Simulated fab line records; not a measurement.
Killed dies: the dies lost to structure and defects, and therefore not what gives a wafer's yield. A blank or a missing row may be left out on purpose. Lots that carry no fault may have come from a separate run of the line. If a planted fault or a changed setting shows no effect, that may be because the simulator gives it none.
Split-lot trial	flow n5 finfet	7 lots, 21 wafers read, on a route of 1938 steps

ABOUT THE SPLIT
At N5_BEOL_M0_SAQP_HM_DEP_111 (deposits SiO2 from SiH4/N2O, target thk 12 nm, time 7.2 s), the setting time s was moved away from the recipe's 7.2 s on 6 of the 21 wafers read, by -8.7% to +14.0%. This setting was run at the recipe's value on the other wafers.

FROM THE SPLIT TO THE READING: what the file shows between them, 4 steps
- N5_BEOL_M0_SAQP_COAT_81: time 60 s, resist thk 100 nm
- N5_BEOL_M0_SAQP_COAT_82: time 60 s, resist thk 30 nm
- N5_BEOL_M0_SAQP_ETCH_84: etches SOC in N2/H2, target depth 100 nm, overetch 20 nm, time 150 s
- N5_BEOL_M0_SAQP_STRIP_80: strips in N2/H2

THE READING
etch.depth nm (the simulator's own value, which no gauge read), in nm, at N5_BEOL_M0_SAQP_HM_OPEN_112 (chemistry CHF3/O2, target SiO2, stops on a-Si, target depth 12 nm, time 13.5 s). There is no usual value for it anywhere in the file. The 15 wafers here that ran the recipe average 11.98 nm, standard deviation 0.2 nm.

wafer	tool, chamber at the split	time s as run, s	against the recipe	etch.depth nm, nm	against lot-mates on the recipe
L078.1	pecvd-01, 0	6.781	-5.8%	11.18	-1.07
L078.4	pecvd-01, 1,2	7.2	recipe	12.3	-
L078.5	pecvd-01, 1,2	7.2	recipe	12.19	-
L081.4	pecvd-04, 0	7.2	recipe	11.86	-
L081.5	pecvd-04, 1	8.211	+14.0%	13.68	+1.72
L081.6	pecvd-04, 2	7.2	recipe	12.05	-
L082.1	pecvd-04, 2,1	7.2	recipe	11.89	-
L082.2	pecvd-04, 2,1	7.2	recipe	11.77	-
L082.6	pecvd-04, 2	7.2	recipe	11.95	-
L085.2	pecvd-04, 1	7.2	recipe	11.71	-
L085.5	pecvd-04, 0	7.2	recipe	11.65	-
L085.6	pecvd-04, 1	7.2	recipe	11.96	-
L090.1	pecvd-04, 0,2	6.573	-8.7%	10.74	-1.21
L090.3	pecvd-04, 0,2	6.573	-8.7%	10.85	-1.10
L090.5	pecvd-04, 1	7.2	recipe	11.95	-
L091.3	pecvd-01, 0	6.775	-5.9%	11.6	-0.65
L091.4	pecvd-01, 1	7.2	recipe	12.23	-
L091.6	pecvd-01, 1	7.2	recipe	12.26	-
L094.1	pecvd-03, 1	8.082	+12.3%	13.15	+1.17
L094.2	pecvd-03, 0	7.2	recipe	12.12	-
L094.4	pecvd-03, 2	7.2	recipe	11.85	-
The file does not say which wafer passed through which chamber wherever a row lists several chambers: such a row stands for several wafers.

THE FIT
A straight line over all 21 wafers: etch.depth nm changes by +0.116 nm for each +1% of time s; r = +0.95; the points scatter about the line by 0.21 nm.
The same after taking each lot's own level away (the mean of its wafers on the recipe; 21 wafers): +0.121 nm for each +1%; r = +0.98; scatter 0.14 nm.
Per that fit: largest time s move, reading shift of 1.7 nm.
Across the lots, their own levels run from 11.773 to 12.245 nm, a range of 2.4 times the standard deviation given above.
The two slopes agree, so the slope changes little with the lot-to-lot level.
Check: for one of the wafers moved furthest among these (+14.0%), held out of the fit, the line's prediction against its lot-mates is +1.61 nm. It came out at +1.72 nm against them.

ADDITIONAL SPLITS CARRIED BY THESE WAFERS
Note: prior to the reading, these wafers also went through further splits. Each is held against what the fit with the lots' levels taken away leaves over:
other split on the same wafers	wafers away from the commonest value	r with etch.depth nm (lot level and that fit taken away)
N5_HKMG_FIN_DEVELOP_48 develop time s	4	+0.00
N5_GATE_CUT_ETCH_58 bias w	10	-0.07
N5_MOL_CONTACT_COAG_ETCH_105 bias w	7	-0.21
N5_MOL_CONTACT_COAG_ETCH_15 source w	7	+0.34
N5_MOL_CONTACT_COAG_VIA_ETCH_117 bias w	3	-0.19
N5_MOL_CONTACT_COAG_ETCH_124 bias w	7	-0.34
N5_BEOL_M0_SAQP_HM_DEP_02 target thk a	6	-0.09

THE WHOLE CHAIN: every reading that the file lists as answering this split, in the file's order
step	what it does	reading	change (the file's fit)	r (the file's)
N5_BEOL_M0_SAQP_HM_DEP_111	deposits SiO2 from SiH4/N2O, target thk 12 nm, time 7.2 s	SiO2_of_BEOL_M0_SAQP_HM_DEP_111.thk nm (the simulator's own value, which no gauge read)	+0.119 nm for each +1% of the setting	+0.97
N5_BEOL_M0_SAQP_HM_OPEN_112	chemistry CHF3/O2, target SiO2, stops on a-Si, target depth 12 nm, time 13.5 s	etch.depth nm (the simulator's own value, which no gauge read)	+0.119 nm for each +1% of the setting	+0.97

THE FILE'S OWN FIT
etch.depth nm changes by +0.119 nm for each +1% of time s, r = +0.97.
